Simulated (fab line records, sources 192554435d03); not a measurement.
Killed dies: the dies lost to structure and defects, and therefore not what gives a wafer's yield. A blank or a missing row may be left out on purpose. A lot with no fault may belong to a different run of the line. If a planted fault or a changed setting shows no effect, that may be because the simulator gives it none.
Tool commonality check	flow n5_finfet	10 lots, 27 wafers sampled

== REASON IT WAS OPENED ==
At N5_HKMG_FIN_INSPECT_14 the reading raw_defect_count is flagged on 3 of 10 lots. Fault-free wafers read 2.0, with a standard deviation of 1.3.
Rule: a lot is flagged in two cases, either no wafer of it has a number, or all its wafers with numbers fall more than 4 standard deviations from that mean. The rest of the lots are taken to be sound.

lot	measured	on	raw_defect_count, wafer by wafer	flag
L841	day 5 00:25	defect_inspect-02	3 1 2	
L842	day 5 09:16	defect_inspect-02	18 14 22	FLAGGED
L843	day 5 14:16	defect_inspect-02	19 17 19	FLAGGED
L844	day 5 20:44	defect_inspect-02	20 14 14	FLAGGED
L853	day 8 04:34	defect_inspect-02	2 4	
L854	day 8 09:45	defect_inspect-01	0 2	
L855	day 8 16:28	defect_inspect-02	1 2	
L858	day 9 10:55	defect_inspect-01	1 4 0	
L859	day 9 17:43	defect_inspect-02	3 1 0	
L860	day 9 21:53	defect_inspect-01	1 1 2	
Average over the flagged lots: 17.4; offset from the usual +15.4, equal to +12 standard deviations.

== WHICH TOOL EACH LOT WENT THROUGH ==
Before the reading, the record contains 3 process steps out of a 1938-step route. Cell contents, in order: the tool; ch with the chambers the sampled wafers went through; the start.
lot	flag	N5_HKMG_FIN_STRIP_57	N5_HKMG_FIN_STRIP_93	N5_HKMG_FIN_CVD_62
L841		rie_diel-01 ch 1,2,3, day 4 21:18	rie_diel-01 ch 1,2,3, day 4 21:45	thermal_cvd_si-02 ch 0,1,2, day 4 22:45
L842	FLAGGED	rie_diel-04 ch 1,2,3, day 5 06:17	rie_diel-04 ch 1,2,3, day 5 06:44	thermal_cvd_si-01 ch 0,1,2, day 5 07:44
L843	FLAGGED	rie_diel-04 ch 2,3, day 5 11:08	rie_diel-04 ch 2,3, day 5 11:35	thermal_cvd_si-02 ch 0,1,2, day 5 12:35
L844	FLAGGED	rie_diel-04 ch 1,2,3, day 5 17:23	rie_diel-04 ch 1,2,3, day 5 17:50	thermal_cvd_si-01 ch 0,2, day 5 18:50
L853		rie_diel-04 ch 0,2, day 8 01:38	rie_diel-04 ch 0,2, day 8 02:04	thermal_cvd_si-02 ch 1,2, day 8 03:07
L854		rie_diel-02 ch 0,3, day 8 06:35	rie_diel-02 ch 0,3, day 8 07:02	thermal_cvd_si-01 ch 0,1, day 8 08:02
L855		rie_diel-04 ch 0,3, day 8 13:31	rie_diel-04 ch 0,3, day 8 13:58	thermal_cvd_si-02 ch 0,1, day 8 14:59
L858		rie_diel-02 ch 1,2, day 9 07:53	rie_diel-02 ch 1,2, day 9 08:20	thermal_cvd_si-01 ch 1,2, day 9 09:20
L859		rie_diel-04 ch 0,2,3, day 9 14:40	rie_diel-04 ch 0,2,3, day 9 15:07	thermal_cvd_si-02 ch 0,1,2, day 9 16:07
L860		rie_diel-04 ch 0,3, day 9 18:50	rie_diel-04 ch 0,3, day 9 19:16	thermal_cvd_si-01 ch 0,1,2, day 9 20:16
These steps, and what they do:
- N5_HKMG_FIN_STRIP_57: strips in CF4.
- N5_HKMG_FIN_STRIP_93: strips SOC in N2/H2, time 20 s.
- N5_HKMG_FIN_CVD_62: deposits a-Si from Si2H6, target thk 3 nm, time 20.8 s.
- N5_HKMG_FIN_INSPECT_14: inspects for defects (macro).

== FLAGGED AGAINST TOTAL, ONE TOOL AT A TIME (gauges that did the reading follow at the end) ==
step	tool	lots run	flagged	share of the flagged lots	sound lots run after its first flagged lot
N5_HKMG_FIN_STRIP_57	rie_diel-01	1	0	none	-
N5_HKMG_FIN_STRIP_57	rie_diel-02	2	0	none	-
N5_HKMG_FIN_STRIP_57	rie_diel-04	7	3	all	4 (L853,L855,L859,L860)
N5_HKMG_FIN_STRIP_93	rie_diel-01	1	0	none	-
N5_HKMG_FIN_STRIP_93	rie_diel-02	2	0	none	-
N5_HKMG_FIN_STRIP_93	rie_diel-04	7	3	all	4 (L853,L855,L859,L860)
N5_HKMG_FIN_CVD_62	thermal_cvd_si-01	5	2	some	3 (L854,L858,L860)
N5_HKMG_FIN_CVD_62	thermal_cvd_si-02	5	1	some	3 (L853,L855,L859)
N5_HKMG_FIN_INSPECT_14	defect_inspect-01	3	0	none	-
N5_HKMG_FIN_INSPECT_14	defect_inspect-02	7	3	all	3 (L853,L855,L859)

== WHAT IS ALLOWED BY THE TABLE ==
All flagged lots were run by 3 table rows, namely rie_diel-04 at N5_HKMG_FIN_STRIP_57, rie_diel-04 at N5_HKMG_FIN_STRIP_93, defect_inspect-02 at N5_HKMG_FIN_INSPECT_14.
- rie_diel-04 at N5_HKMG_FIN_STRIP_57: 3 of its 7 lots flagged. Sound lots followed the first flagged one (L853, L855, L859, L860) on it, something a lasting fault affecting the whole tool could not allow. On the flagged lots its readings are blank where sound lots have values: bias_power_w, cf4_flow_sccm, drypump_motor_current_A, oes_product_au and 4 more.
- rie_diel-04 at N5_HKMG_FIN_STRIP_93: 3 of its 7 lots flagged. Sound lots followed the first flagged one (L853, L855, L859, L860) on it, something a lasting fault affecting the whole tool could not allow.
- defect_inspect-02 at N5_HKMG_FIN_INSPECT_14: 3 of its 7 lots flagged. Sound lots followed the first flagged one (L853, L855, L859) on it, something a lasting fault affecting the whole tool could not allow.
None of the table's rows ran every flagged lot and, after the first, no sound lot.

== WHAT THE SIMULATOR HAD PUT IN ==
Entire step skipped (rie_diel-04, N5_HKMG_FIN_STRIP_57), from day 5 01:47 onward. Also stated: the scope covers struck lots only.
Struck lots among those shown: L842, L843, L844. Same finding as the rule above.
